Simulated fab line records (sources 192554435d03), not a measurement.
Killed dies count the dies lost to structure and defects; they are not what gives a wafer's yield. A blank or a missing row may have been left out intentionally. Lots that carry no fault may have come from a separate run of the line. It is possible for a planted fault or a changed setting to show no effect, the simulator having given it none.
fab line records | flow n5_finfet
[record] lots = 5 | wafers = 13 | last_day = 17
route steps=1938 shown BEOL_M3@951 BEOL_M4@1111 PASSIVATION@1936
lots that met no fault: from a run of the same line without faults
start_h: hours from the record's opening day to when the first of the lot's shown wafers began | wait_h: hours since the lot's step before | " the same as in the row above | L1.1+2: a row that stands for several wafers | - no value, or no start given | * or withheld: withheld | < > ~ a bound
route shown NAME@n: a module of which the file shows steps, and the number in the route of the first | usual: average and standard deviation across the fault-free wafers | same: alike in all rows | chamber/n: place in a boat | sites: readings site by site | _std_site: their standard deviation | _edge_site: outer sites' mean less inner sites' | radius_mm: for every site, how far away it sits from the centre of the wafer | mask NAME#n: copy n | behind: tool/chamber where the wafer was last shaped | hold: cause of the lot's hold/its duration in hours/its outcome | device: names the non-switching transistor (n, p or np) | end of line: the same wafers' tests at the end of the route | where a step has no rows: the recipe by itself | killed: count of dies lost to structure and defects at first sort (not the wafer's yield) | map: dies across one wafer; x = killed, . = not, _ = none there
set.NAME: the run value of the setting; set.NAME@STEP: its run value at that earlier step | model.NAME: the simulator's own value behind a step, which no gauge read
a table for each step, a row for each wafer; lots at some steps of the route
services: the hour from which a tool's chamber was out of use, counted from the record's first day as start_h (under 0 if before that day), plus the number of hours and why
[[steps]]
[step N5_BEOL_M3_STRIP_65]
[recipe] chemistry = N2/H2 | temp_c = 40 | n2_flow_sccm = 200 | h2_flow_sccm = 200 | rf_frequency_hz = 6e+07
[step N5_BEOL_M3_STRIP_75]
[recipe] chemistry = N2/H2 | temp_c = 40 | n2_flow_sccm = 200 | h2_flow_sccm = 200 | rf_frequency_hz = 6e+07
[step N5_BEOL_M3_STRIP_66]
[recipe] chemistry = CF4 | resist = SiARC | power_w = 300 | bias_power_w = 75 | pressure_mtorr = 50 | cf4_flow_sccm = 150 | rf_frequency_hz = 6e+07
[step N5_BEOL_M3_HM_OPEN_17]
[recipe] chemistry = Cl2/BCl3 | target_depth_a = 200 | overetch_a = 60 | target = TiN | mask_material = SOC | ion_energy_ev = 150 | pressure_mtorr = 10 | icp_w = 1000 | bias_w = 126 | Cl2_flow_sccm = 53.25 | bcl3_flow_sccm = 21.75 | Ar_flow_sccm = 25
[step N5_BEOL_M3_STRIP_19]
[recipe] chemistry = O2 | power_w = 400 | temp_c = 40 | pressure_mtorr = 30 | rf_frequency_hz = 6e+07 | bias_power_w = 0 | overash_fraction = 0.2 | o2_flow_sccm = 225
[step N5_BEOL_M3_COAT_67]
[recipe] resist = SOC | temp_c = 250 | time_s = 60 | spin_rpm = 1500 | resist_thk_nm = 60
[step N5_BEOL_M3_COAT_68]
[recipe] resist = SiARC | temp_c = 220 | time_s = 60 | spin_rpm = 1500 | resist_thk_nm = 12
[step N5_BEOL_M3_COAT_76]
[recipe] resist = underlayer | temp_c = 205 | time_s = 60 | spin_rpm = 1500 | resist_thk_nm = 5
[step N5_BEOL_M3_COAT_22]
[recipe] resist = CAR-EUV | spin_rpm = 1500 | resist_thk_nm = 30
[step N5_BEOL_M3_EBR_24]
[recipe] solvent = PGMEA | ebr_width_mm = 1.5
[step N5_BEOL_M3_SOFTBAKE_23]
[recipe] temp_c = 110 | time_s = 60 | resist = CAR-EUV
[step N5_BEOL_M3_EXPOSE_25]
[recipe] mask_id = V2 | na = 0.33 | source_shape = quasar | sigma_inner = 0.2 | sigma_outer = 0.8 | polarization = unpolarized | defocus_nm = 5 | dose_mj = 63
lot.wafer  | tool           | chamber | start_h | wait_h | mask
L152.1+2+4 | euv_scanner-02 | 0       | 156.42  | -      | V2#0
L160.3+4   | euv_scanner-02 | 0       | 209.37  | -      | V2#0
L162.2+3+4 | euv_scanner-02 | 0       | 235.99  | -      | V2#0
L166.1+2   | euv_scanner-02 | 0       | 253.60  | -      | V2#0
L168.2+4+6 | euv_scanner-01 | 0       | 259.39  | -      | V2#0
[step N5_BEOL_M3_PEB_26]
[recipe] peb_temp_c = 100 | peb_time_s = 60 | resist = CAR-EUV
[step N5_BEOL_M3_DEVELOP_27]
[recipe] develop_time_s = 30 | developer = TMAH | resist = CAR-EUV | rinse_liquid = surfactant_rinse | dry = air_spin | dev_temp_c = 23
[step N5_BEOL_M3_CD_MEAS_28]
[recipe] target_cd_nm = 25.7 | landing_energy_ev = 500 | detector = se_inlens | target_cd_y_nm = 23.3 | polarity = opening
[usual] cd_nm = 25.72/0.23
[same] landing_energy_ev = 500
lot.wafer | tool      | chamber | start_h | wait_h | cd_nm
L152.1    | cd_sem-01 | 0       | 156.57  | -      | 25.85
L152.2    | "         | 0       | "       | "      | 25.37
L152.4    | "         | 0       | "       | "      | 25.99
L160.3    | cd_sem-02 | 0       | 209.50  | -      | 5.23
L160.4    | "         | 0       | "       | "      | 25.47
L162.2    | cd_sem-02 | 0       | 236.13  | -      | 5.82
L162.3    | "         | 0       | "       | "      | 6.11
L162.4    | "         | 0       | "       | "      | 25.76
L166.1    | cd_sem-01 | 0       | 253.74  | -      | 25.38
L166.2    | "         | 0       | "       | "      | 4.93
L168.2    | cd_sem-01 | 0       | 259.52  | -      | 25.67
L168.4    | "         | 0       | "       | "      | 25.57
L168.6    | "         | 0       | "       | "      | 25.65
[step N5_BEOL_M3_DESCUM_33]
[recipe] chemistry = O2 | time_s = 7 | source_power_w = 50 | bias_power_w = 20 | pressure_mtorr = 20 | rf_frequency_hz = 2.712e+07 | temp_c = 40 | resist = CAR-EUV | o2_flow_sccm = 225
[step N5_BEOL_M3_ETCH_77]
[recipe] chemistry = N2/H2 | target = underlayer | target_depth_a = 65 | mask_material = CAR-EUV | time_s = 5.2 | ion_energy_ev = 200 | pressure_mtorr = 30 | source_w = 840 | bias_w = 150 | n2_flow_sccm = 200 | h2_flow_sccm = 200 | ends = cleared
[step N5_BEOL_M3_ETCH_69]
[recipe] chemistry = CF4 | target = SiARC | target_depth_a = 156 | mask_material = CAR-EUV | time_s = 26 | ion_energy_ev = 80 | pressure_mtorr = 40 | source_w = 545 | bias_w = 36 | Ar_flow_sccm = 100 | cf4_flow_sccm = 100 | ends = cleared
[step N5_BEOL_M3_ALD_98]
[recipe] material = SiO2 | target_thk_a = 25 | temp_c = 100 | ald_precursor_family = BDEAS | ald_co_reactant = O2-plasma | pulse_time_s = 1 | co_reactant_pulse_time_s = 1 | purge_time_s = 2 | co_reactant_purge_time_s = 2 | ald_cycles = 17 | pressure_torr = 2
[step N5_BEOL_M3_ETCHBACK_99]
[recipe] chemistry = CHF3 | target = SiO2 | target_depth_a = 50 | time_s = 10.4 | source_w = 215 | bias_w = 47 | Ar_flow_sccm = 200 | CHF3_flow_sccm = 12 | ion_energy_ev = 100 | pressure_mtorr = 30
[step N5_BEOL_M3_ETCH_70]
[recipe] chemistry = N2/H2 | target = SOC | target_depth_a = 800 | overetch_a = 160 | mask_material = SiARC | temp_c = 40 | time_s = 120 | ion_energy_ev = 200 | pressure_mtorr = 30 | source_w = 840 | bias_w = 150 | n2_flow_sccm = 200 | h2_flow_sccm = 200
[step N5_BEOL_M3_STRIP_71]
[recipe] chemistry = N2/H2 | temp_c = 40 | n2_flow_sccm = 200 | h2_flow_sccm = 200 | rf_frequency_hz = 6e+07
[step N5_BEOL_M3_STRIP_78]
[recipe] chemistry = N2/H2 | temp_c = 40 | n2_flow_sccm = 200 | h2_flow_sccm = 200 | rf_frequency_hz = 6e+07
[step N5_BEOL_M3_VIA_ETCH_34]
[recipe] chemistry = C4F6/O2 | target_depth_a = 694 | mask_material = SOC | pressure_mtorr = 15 | ion_energy_ev = 250 | taper_deg = 4 | time_s = 65.9 | source_w = 350 | bias_w = 170 | Ar_flow_sccm = 300 | C4F6_flow_sccm = 10 | O2_flow_sccm = 10
[step N5_BEOL_M3_STRIP_83]
[recipe] chemistry = C4F6/O2 | resist = SiARC | rf_frequency_hz = 6e+07
[step N5_BEOL_M3_STRIP_36]
[recipe] chemistry = N2/H2 | power_w = 450 | temp_c = 40 | pressure_mtorr = 20 | rf_frequency_hz = 6e+07 | overash_fraction = 0.3 | bias_power_w = 7 | h2_frac = 0.5 | n2_flow_sccm = 200 | h2_flow_sccm = 200
[step N5_BEOL_M3_TRENCH_ETCH_37]
[recipe] chemistry = C4F6/O2 | target_depth_a = 555.55 | target = SiOC | time_s = 29.2 | ion_energy_ev = 250 | pressure_mtorr = 30 | source_w = 355 | bias_w = 185 | Ar_flow_sccm = 300 | C4F6_flow_sccm = 10 | O2_flow_sccm = 10
[step N5_BEOL_M3_ETCH_41]
[recipe] chemistry = CH3F/O2 | target = SiCN | target_depth_a = 299 | taper_deg = 2 | time_s = 52.5 | ion_energy_ev = 120 | mask_material = TiN | pressure_mtorr = 30 | source_w = 395 | bias_w = 75 | Ar_flow_sccm = 150 | CH3F_flow_sccm = 30 | O2_flow_sccm = 20
[step N5_BEOL_M3_STRIP_97]
[recipe] chemistry = N2/H2 | time_s = 10 | power_w = 450 | temp_c = 40 | pressure_mtorr = 20 | rf_frequency_hz = 6e+07 | bias_power_w = 7 | n2_flow_sccm = 200 | h2_flow_sccm = 200
[step N5_BEOL_M3_HM_STRIP_39]
[recipe] chemistry = peroxide_tin_strip | material = TiN | target_depth_a = 250 | temp_c = 50 | time_s = 158
[step N5_BEOL_M3_SRD_40]
[recipe] time_s = 30 | temp_c = 23 | rinse_liquid = diw | dry = ipa_marangoni
[step N5_BEOL_M3_PRECLEAN_42]
[recipe] chemistry = residue_remover | time_s = 60 | temp_c = 40
[step N5_BEOL_M3_SRD_43]
[recipe] time_s = 30 | temp_c = 23 | rinse_liquid = diw | dry = ipa_marangoni
[step N5_BEOL_M3_DEGAS_44]
[recipe] ambient = vacuum | temp_c = 250 | time_s = 60
[step N5_BEOL_M3_PRE_CLEAN_45]
[recipe] gas = H2/He | time_s = 30 | temp_c = 250
[step N5_BEOL_M3_ALD_84]
[recipe] material = TaN | target_thk_a = * | temp_c = 275 | ald_precursor_family = PDMAT | ald_co_reactant = NH3 | pressure_torr = 3 | carrier_flow_sccm = 1500 | pulse_time_s = 2 | purge_time_s = 3 | co_reactant_purge_time_s = 2 | co_reactant_pulse_time_s = 3 | ald_cycles = 30 | precursor_vessel_temp_c = 75 | precursor_vessel_pressure_torr = 26.25 | precursor_vessel_carrier_sccm = 1000
[step N5_BEOL_M3_SURFACE_TREAT_85]
[recipe] gas = Ar | time_s = * | ion_energy_ev = * | ion_current_ma_cm2 = 0.5 | pressure_mtorr = * | ar_flow_sccm = 30
[step N5_BEOL_M4_RC_MEAS_101]
[usual] DIBL_N = 36.0/1.6 | DIBL_P = 35.8/2 | IOFF_N = 0.152/0.03 | IOFF_P = 0.20/0.031 | ION_N = 670/12 | ION_P = 459/7.4 | SS_N = 71.5/0.56 | SS_P = 73.2/0.64 | VT_N = 251/3.5 | VT_P = -252/3.3
lot.wafer | tool      | chamber | start_h | wait_h | DIBL_N[mV/V] | DIBL_P[mV/V] | IOFF_N[nA/um] | IOFF_P[nA/um] | ION_N[uA/um] | ION_P[uA/um] | SS_N[mV/dec] | SS_P[mV/dec] | VT_N[mV] | VT_P[mV]
L152.1    | prober-02 | 0       | 199.73  | 0.0    | 34.3         | 33.1         | 0.119         | 0.18          | 647          | 450          | 70.8         | 73.2         | 255      | -250
L152.2    | "         | 0       | "       | "      | 35.3         | 35.9         | 0.155         | 0.23          | 677          | 464          | 71.1         | 73.7         | 247      | -246
L152.4    | "         | 0       | "       | "      | 37.4         | 37.9         | 0.198         | 0.26          | 691          | 466          | 71.9         | 74.3         | 244      | -245
L160.4    | prober-01 | 0       | 246.40  | 0.5    | 35.7         | 35.1         | 0.136         | 0.18          | 684          | 463          | 71.2         | 73.2         | 250      | -253
L162.4    | prober-02 | 0       | 253.21  | 0.5    | 35.9         | 37.1         | 0.146         | 0.19          | 666          | 454          | 72.0         | 74.0         | 250      | -253
L166.1    | prober-01 | 0       | 284.98  | 0.0    | 35.6         | 37.0         | 0.171         | 0.22          | 673          | 462          | 71.0         | 73.1         | 249      | -249
L168.2    | prober-01 | 0       | 302.10  | 0.2    | 33.0         | 33.7         | 0.120         | 0.17          | 679          | 465          | 70.4         | 72.4         | 249      | -252
L168.4    | "         | 0       | "       | "      | 38.4         | 39.0         | 0.209         | 0.24          | 684          | 459          | 72.5         | 73.8         | 247      | -249
L168.6    | "         | 0       | "       | "      | 35.6         | 36.1         | 0.155         | 0.20          | 675          | 466          | 71.2         | 72.8         | 248      | -250
[step N5_PASSIVATION_PROBE_49]
[usual] defect_limited_yield = 91.6/1.4 | killed_at_M0_to_M3 = 33/10 | killed_at_M4_up = 13/5.3 | killed_at_contacts = 13/5.9 | killed_at_front_end = 36/12 | killed_at_other = 4/3.1 | killed_dies = 99/16 | killed_on_rim = 13/4.2 | killed_open = 65/13 | killed_short = 32/7.3 | sort_bin_5_function = 4.9/0.9 | sort_bin_6_memory = 3.1/0.66 | sort_bin_8_speed = 0.0/0.42 | sort_n_pass = 1081/17 | sort_yield_pct = 91.6/1.4
[same] gross_dies = 1180 | killed_at_back_side = 0 | sort_bin_4_leakage[%] = 0
lot.wafer | tool      | chamber | start_h | wait_h | defect_limited_yield[%] | killed_at_M0_to_M3 | killed_at_M4_up | killed_at_contacts | killed_at_front_end | killed_at_other | killed_dies | killed_on_rim | killed_open | killed_short | sort_bin_5_function[%] | sort_bin_6_memory[%] | sort_bin_8_speed[%] | sort_n_pass | sort_yield_pct[%]
L160.3    | prober-01 | -       | 349.45  | 0.1    | 0                       | 1119               | 16              | 11                 | 29                  | 5               | 1180        | 152           | 66          | 49           | 95.8                   | 4.0                  | 0                   | 0           | 0
L162.2    | prober-02 | -       | 353.41  | 0.1    | 0                       | 1128               | 8               | 4                  | 37                  | 3               | 1180        | 152           | 63          | 25           | 97.4                   | 2.3                  | 0                   | 0           | 0
L162.3    | prober-02 | -       | 353.46  | 0.1    | 0                       | 1129               | 10              | 18                 | 23                  | 0               | 1180        | 152           | 50          | 32           | 97.3                   | 2.5                  | 0                   | 0           | 0
L166.2    | prober-01 | -       | 397.97  | 0.1    | 0                       | 1108               | 12              | 18                 | 41                  | 1               | 1180        | 152           | 59          | 27           | 97.1                   | 2.5                  | 0                   | 0           | 0
// killed by level:class
L160.3 BEOL_M3:area_expose=1061 BEOL_M0_SAQP:geometric_particle:open=16 BEOL_M0_SAQP:geometric_particle:short=15 MOL_CONTACT_COAG:geometric_particle:open=10 BEOL_M4:geometric_particle:open=7 BEOL_M2:geometric_particle:open=7 BEOL_M1:geometric_particle:open=6 STARTING-WAFER:geometric_particle:open=5
L162.2 BEOL_M3:area_expose=1090 BEOL_M0_SAQP:geometric_particle:short=10 FIN_SAQP:geometric_particle:open=9 BEOL_M1:geometric_particle:open=8 STI_FIN_REVEAL:geometric_particle:open=8 DUMMY_GATE:geometric_particle:open=5 BEOL_M2:geometric_particle:open=5 BEOL_M3:geometric_particle:open=5
L162.3 BEOL_M3:area_expose=1096 MOL_CONTACT_COAG:geometric_particle:open=13 BEOL_M0_SAQP:geometric_particle:open=10 BEOL_M0_SAQP:geometric_particle:short=10 FIN_SAQP:geometric_particle:short=5 MOL_CONTACT_COAG:geometric_particle:short=5 STI_FIN_REVEAL:geometric_particle:open=4 FIN_SAQP:geometric_particle:open=3
L166.2 BEOL_M3:area_expose=1094 MOL_CONTACT_COAG:geometric_particle:open=13 DUMMY_GATE:geometric_particle:open=8 STI_FIN_REVEAL:geometric_particle:open=7 BEOL_M1:geometric_particle:open=7 GATE_CUT:geometric_particle:short=6 FIN_SAQP:geometric_particle:open=5 MOL_CONTACT_COAG:geometric_particle:short=5
// map L160.3 (x killed, . not)
_________________xxxxxxxxxxxx________________
______________xxxxxxxxxxxxxxxxxx_____________
___________xxxxxxxxxxxxxxxxxxxxxxxx__________
__________xxxxxxxxxxxxxxxxxxxxxxxxxx_________
________xxxxxxxxxxxxxxxxxxxxxxxxxxxxxx_______
_______xxxxxxxxxxxxxxxxxxxxxxxxxxxxxxxx______
______xxxxxxxxxxxxxxxxxxxxxxxxxxxxxxxxxx_____
_____xxxxxxxxxxxxxxxxxxxxxxxxxxxxxxxxxxxx____
____xxxxxxxxxxxxxxxxxxxxxxxxxxxxxxxxxxxxxx___
___xxxxxxxxxxxxxxxxxxxxxxxxxxxxxxxxxxxxxxxx__
___xxxxxxxxxxxxxxxxxxxxxxxxxxxxxxxxxxxxxxxx__
__xxxxxxxxxxxxxxxxxxxxxxxxxxxxxxxxxxxxxxxxxx_
__xxxxxxxxxxxxxxxxxxxxxxxxxxxxxxxxxxxxxxxxxx_
_xxxxxxxxxxxxxxxxxxxxxxxxxxxxxxxxxxxxxxxxxxxx
_xxxxxxxxxxxxxxxxxxxxxxxxxxxxxxxxxxxxxxxxxxxx
_xxxxxxxxxxxxxxxxxxxxxxxxxxxxxxxxxxxxxxxxxxxx
_xxxxxxxxxxxxxxxxxxxxxxxxxxxxxxxxxxxxxxxxxxxx
_xxxxxxxxxxxxxxxxxxxxxxxxxxxxxxxxxxxxxxxxxxxx
_xxxxxxxxxxxxxxxxxxxxxxxxxxxxxxxxxxxxxxxxxxxx
_xxxxxxxxxxxxxxxxxxxxxxxxxxxxxxxxxxxxxxxxxxxx
_xxxxxxxxxxxxxxxxxxxxxxxxxxxxxxxxxxxxxxxxxxxx
__xxxxxxxxxxxxxxxxxxxxxxxxxxxxxxxxxxxxxxxxxx_
__xxxxxxxxxxxxxxxxxxxxxxxxxxxxxxxxxxxxxxxxxx_
___xxxxxxxxxxxxxxxxxxxxxxxxxxxxxxxxxxxxxxxx__
___xxxxxxxxxxxxxxxxxxxxxxxxxxxxxxxxxxxxxxxx__
____xxxxxxxxxxxxxxxxxxxxxxxxxxxxxxxxxxxxxx___
_____xxxxxxxxxxxxxxxxxxxxxxxxxxxxxxxxxxxx____
______xxxxxxxxxxxxxxxxxxxxxxxxxxxxxxxxxx_____
_______xxxxxxxxxxxxxxxxxxxxxxxxxxxxxxxx______
________xxxxxxxxxxxxxxxxxxxxxxxxxxxxxx_______
__________xxxxxxxxxxxxxxxxxxxxxxxxxx_________
___________xxxxxxxxxxxxxxxxxxxxxxxx__________
______________xxxxxxxxxxxxxxxxxx_____________
_________________xxxxxxxxxxxx________________
// map L162.2 (x killed, . not)
_________________xxxxxxxxxxxx________________
______________xxxxxxxxxxxxxxxxxx_____________
___________xxxxxxxxxxxxxxxxxxxxxxxx__________
__________xxxxxxxxxxxxxxxxxxxxxxxxxx_________
________xxxxxxxxxxxxxxxxxxxxxxxxxxxxxx_______
_______xxxxxxxxxxxxxxxxxxxxxxxxxxxxxxxx______
______xxxxxxxxxxxxxxxxxxxxxxxxxxxxxxxxxx_____
_____xxxxxxxxxxxxxxxxxxxxxxxxxxxxxxxxxxxx____
____xxxxxxxxxxxxxxxxxxxxxxxxxxxxxxxxxxxxxx___
___xxxxxxxxxxxxxxxxxxxxxxxxxxxxxxxxxxxxxxxx__
___xxxxxxxxxxxxxxxxxxxxxxxxxxxxxxxxxxxxxxxx__
__xxxxxxxxxxxxxxxxxxxxxxxxxxxxxxxxxxxxxxxxxx_
__xxxxxxxxxxxxxxxxxxxxxxxxxxxxxxxxxxxxxxxxxx_
_xxxxxxxxxxxxxxxxxxxxxxxxxxxxxxxxxxxxxxxxxxxx
_xxxxxxxxxxxxxxxxxxxxxxxxxxxxxxxxxxxxxxxxxxxx
_xxxxxxxxxxxxxxxxxxxxxxxxxxxxxxxxxxxxxxxxxxxx
_xxxxxxxxxxxxxxxxxxxxxxxxxxxxxxxxxxxxxxxxxxxx
_xxxxxxxxxxxxxxxxxxxxxxxxxxxxxxxxxxxxxxxxxxxx
_xxxxxxxxxxxxxxxxxxxxxxxxxxxxxxxxxxxxxxxxxxxx
_xxxxxxxxxxxxxxxxxxxxxxxxxxxxxxxxxxxxxxxxxxxx
_xxxxxxxxxxxxxxxxxxxxxxxxxxxxxxxxxxxxxxxxxxxx
__xxxxxxxxxxxxxxxxxxxxxxxxxxxxxxxxxxxxxxxxxx_
__xxxxxxxxxxxxxxxxxxxxxxxxxxxxxxxxxxxxxxxxxx_
___xxxxxxxxxxxxxxxxxxxxxxxxxxxxxxxxxxxxxxxx__
___xxxxxxxxxxxxxxxxxxxxxxxxxxxxxxxxxxxxxxxx__
____xxxxxxxxxxxxxxxxxxxxxxxxxxxxxxxxxxxxxx___
_____xxxxxxxxxxxxxxxxxxxxxxxxxxxxxxxxxxxx____
______xxxxxxxxxxxxxxxxxxxxxxxxxxxxxxxxxx_____
_______xxxxxxxxxxxxxxxxxxxxxxxxxxxxxxxx______
________xxxxxxxxxxxxxxxxxxxxxxxxxxxxxx_______
__________xxxxxxxxxxxxxxxxxxxxxxxxxx_________
___________xxxxxxxxxxxxxxxxxxxxxxxx__________
______________xxxxxxxxxxxxxxxxxx_____________
_________________xxxxxxxxxxxx________________
[[services]]
tool           | chamber | start_h | hours | kind
euv_scanner-02 | -       | 143.84  | 2.0   | repair
euv_scanner-01 | -       | 160.84  | 1.0   | pm
euv_scanner-02 | -       | 161.88  | 1.0   | pm
euv_scanner-01 | 0       | 167.66  | -     | calibration
euv_scanner-02 | 0       | 175.36  | -     | calibration
euv_scanner-01 | -       | 194.21  | 1.2   | repair
euv_scanner-01 | -       | 198.47  | 4.6   | pm
euv_scanner-02 | -       | 200.07  | 0.3   | repair
euv_scanner-01 | -       | 216.99  | 1.0   | pm
euv_scanner-02 | -       | 218.00  | 1.0   | pm
euv_scanner-02 | -       | 221.01  | 12.0  | pm
euv_scanner-02 | -       | 259.34  | 5.8   | pm
[[key]]
[first_sign] step = N5_BEOL_M3_CD_MEAS_28 | reading = cd_nm | direction = down | sigmas = 86 | usual = 25.72 | struck = 5.52
[effect] step = N5_PASSIVATION_PROBE_49 | reading = killed_at_M0_to_M3 | direction = up | sigmas = 99+ | usual = 33 | struck = 1121
[more_kills_born_at] N5_BEOL_M3_EXPOSE_25@euv_scanner-02 = 4341
met_at N5_BEOL_M3_EXPOSE_25
struck_wafers L160.3,L162.2,L162.3,L166.2
later_rows_left_out L160.3,L162.2,L162.3,L166.2
onset_between 156.42 209.37
[fault] kind = process_parameter_drift | tool = euv_scanner-02 | chamber = - | onset_h = 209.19 | steps = N5_BEOL_M3_EXPOSE_25 | channel = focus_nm | offset = 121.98 | shape = step | end_h = 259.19 | scope = struck_wafers_only
// later_rows_left_out: the simulator's readings of these wafers behind a module that went badly wrong aren't trusted and aren't shown, but for the sort
